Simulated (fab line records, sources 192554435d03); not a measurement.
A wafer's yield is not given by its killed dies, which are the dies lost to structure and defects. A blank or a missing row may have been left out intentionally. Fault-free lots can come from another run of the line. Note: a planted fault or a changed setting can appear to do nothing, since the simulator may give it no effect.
Chamber matching    flow n5_finfet    N5_BEOL_M1_ALD_84 on ald_metal-03: 4 sister chambers
The step deposits TaN, pulse time 2 s, purge time 3 s, co reactant purge time 2 s. 16 wafers are shown with their chamber, then 8 later ones without.

EACH WAFER AND ITS CHAMBER
wafer   chamber  heater_power_w (W)
L079.1  3        413
L079.3  2        409
L079.4  0        367
L081.1  2        394
L081.4  3        419
L081.5  1        403
L083.1  0        376
L083.5  1        406
L083.6  0        372
L085.3  3        414
L085.5  2        395
L085.6  3        415
L087.2  2        394
L087.3  1        402
L087.5  1        406
L089.1  0        371

SIGNATURES (means of the wafers above)
reading         chamber 0  chamber 1  chamber 2  chamber 3  scatter within a chamber
heater_power_w  371.50     404.25     398.00     415.25     4.44
Rule: a wafer's distance from a chamber is the root of the sum, over the readings, of the square of ((its reading less the chamber's mean) divided by the reading's scatter). If the next closest chamber is less than 2 further off than the closest, the wafer can't be placed; otherwise it belongs to the closest. The scatter: take each reading less its chamber's mean, square it, sum over the shown wafers, divide by the number of wafers less the number of chambers, and take the root.

WAFERS MISSING THEIR CHAMBER
wafer   heater_power_w (W)
L089.5  411
L089.6  397
L090.1  362
L090.3  406
L090.5  372
L094.1  412
L094.5  412
L094.6  401

CHAMBER TAKEN BY EACH
wafer   from the rows above           in truth
L089.5  can't be placed: 3 or 1 or 2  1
L089.6  can't be placed: 2 or 1       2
L090.1  0                             0
L090.3  can't be placed: 1 or 2 or 3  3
L090.5  0                             0
L094.1  can't be placed: 3 or 1       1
L094.5  can't be placed: 3 or 1       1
L094.6  can't be placed: 2 or 1       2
Placed correctly: 2 of 8. Cannot be placed on the basis of these rows: 6; the candidates contain the true chamber in 6. Number placed wrongly: 0.
